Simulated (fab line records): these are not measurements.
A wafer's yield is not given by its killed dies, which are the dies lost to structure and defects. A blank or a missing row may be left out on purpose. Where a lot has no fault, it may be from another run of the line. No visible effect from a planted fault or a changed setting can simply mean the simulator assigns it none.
Matching of chambers + flow nandHarc + rieDiel-07 running NHARC_A_STAIRCASE_DESCUM_11: 4 sister chambers
The step chemistry O2, time 3 s. 27 wafers are shown with their chamber, then 12 later ones without.

## WAFERS PAIRED WITH THEIR CHAMBERS
| wafer  | chamber | drypumpMotorCurrentA (A) | showerheadPlenumPTorr (Torr) | oesProductAu (a.u.) |
|--------|---------|--------------------------|------------------------------|---------------------|
| L074.1 | 2       | 5.9                      | 2.01                         | 1.018               |
| L074.3 | 3       | 5.6                      | 2.06                         | 1.006               |
| L074.6 | 1       | 4.7                      | 1.86                         | 1.016               |
| L076.1 | 2       | 6.0                      | 2.01                         | 1.030               |
| L076.3 | 1       | 4.7                      | 1.86                         | 1.018               |
| L076.6 | 0       | 6.7                      | 1.85                         | 1.011               |
| L075.3 | 2       | 6.0                      | 2.01                         | 1.016               |
| L075.4 | 3       | 5.5                      | 2.06                         | 0.998               |
| L075.5 | 0       | 6.7                      | 1.85                         | 0.989               |
| L077.3 | 0       | 6.7                      | 1.85                         | 0.988               |
| L077.5 | 1       | 4.8                      | 1.86                         | 0.994               |
| L077.6 | 2       | 5.9                      | 2.01                         | 1.010               |
| L083.1 | 2       | 6.0                      | 2.01                         | 1.008               |
| L083.3 | 0       | 6.7                      | 1.85                         | 0.992               |
| L083.5 | 3       | 5.6                      | 2.05                         | 1.000               |
| L087.1 | 2       | 6.0                      | 2.00                         | 1.002               |
| L087.3 | 1       | 4.7                      | 1.86                         | 1.003               |
| L087.5 | 0       | 6.7                      | 1.84                         | 0.993               |
| L088.1 | 2       | 6.0                      | 2.00                         | 1.004               |
| L088.2 | 1       | 4.8                      | 1.85                         | 1.007               |
| L088.6 | 2       | 6.0                      | 2.00                         | 1.005               |
| L089.1 | 1       | 4.7                      | 1.85                         | 1.001               |
| L089.2 | 0       | 6.7                      | 1.84                         | 0.980               |
| L089.5 | 1       | 4.7                      | 1.85                         | 1.015               |
| L090.1 | 1       | 4.8                      | 1.85                         | 0.997               |
| L090.3 | 2       | 6.0                      | 2.00                         | 1.007               |
| L090.6 | 1       | 4.7                      | 1.85                         | 1.010               |

SIGNATURES (means of the wafers above)
| reading               | chamber 0 | chamber 1 | chamber 2 | chamber 3 | scatter within a chamber |
|-----------------------|-----------|-----------|-----------|-----------|--------------------------|
| drypumpMotorCurrentA  | 6.700     | 4.733     | 5.978     | 5.567     | 0.0428                   |
| showerheadPlenumPTorr | 1.8467    | 1.8544    | 2.0056    | 2.0567    | 0.00529                  |
| oesProductAu          | 0.99217   | 1.00678   | 1.01111   | 1.00133   | 0.00882                  |
Rule: distance of a wafer from a chamber = root of the sum over the readings of ((wafer's reading minus chamber's mean) / reading's scatter) squared. If the next closest chamber is less than 2 further off than the closest, the wafer can't be placed; otherwise it belongs to the closest. The scatter: take each reading less its chamber's mean, square it, sum over the shown wafers, divide by the number of wafers less the number of chambers, and take the root.

## WAFERS WITHOUT THEIR CHAMBER
| wafer  | drypumpMotorCurrentA (A) | showerheadPlenumPTorr (Torr) | oesProductAu (a.u.) |
|--------|--------------------------|------------------------------|---------------------|
| L091.3 | 5.9                      | 2.00                         | 1.006               |
| L091.4 | 6.7                      | 1.84                         | 0.988               |
| L091.5 | 6.7                      | 1.84                         | 0.992               |
| L092.2 | 6.7                      | 1.84                         | 0.998               |
| L092.3 | 4.7                      | 1.85                         | 1.007               |
| L092.5 | 6.0                      | 2.00                         | 1.015               |
| L096.3 | 4.8                      | 1.85                         | 0.994               |
| L096.5 | 4.7                      | 1.85                         | 1.012               |
| L096.6 | 5.9                      | 2.00                         | 1.014               |
| L097.1 | 4.7                      | 1.85                         | 1.002               |
| L097.2 | 6.6                      | 1.83                         | 1.006               |
| L097.6 | 4.7                      | 1.85                         | 1.016               |

## WHICH CHAMBER EACH WENT THROUGH
| wafer  | from the rows above | in truth |
|--------|---------------------|----------|
| L091.3 | 2                   | 2        |
| L091.4 | 0                   | 0        |
| L091.5 | 0                   | 0        |
| L092.2 | 0                   | 0        |
| L092.3 | 1                   | 1        |
| L092.5 | 2                   | 2        |
| L096.3 | 1                   | 1        |
| L096.5 | 1                   | 1        |
| L096.6 | 2                   | 2        |
| L097.1 | 1                   | 1        |
| L097.2 | 0                   | 0        |
| L097.6 | 1                   | 1        |
Placed correctly: 12 of 12. Can't be placed from these rows: 0. Wrongly placed: 0.
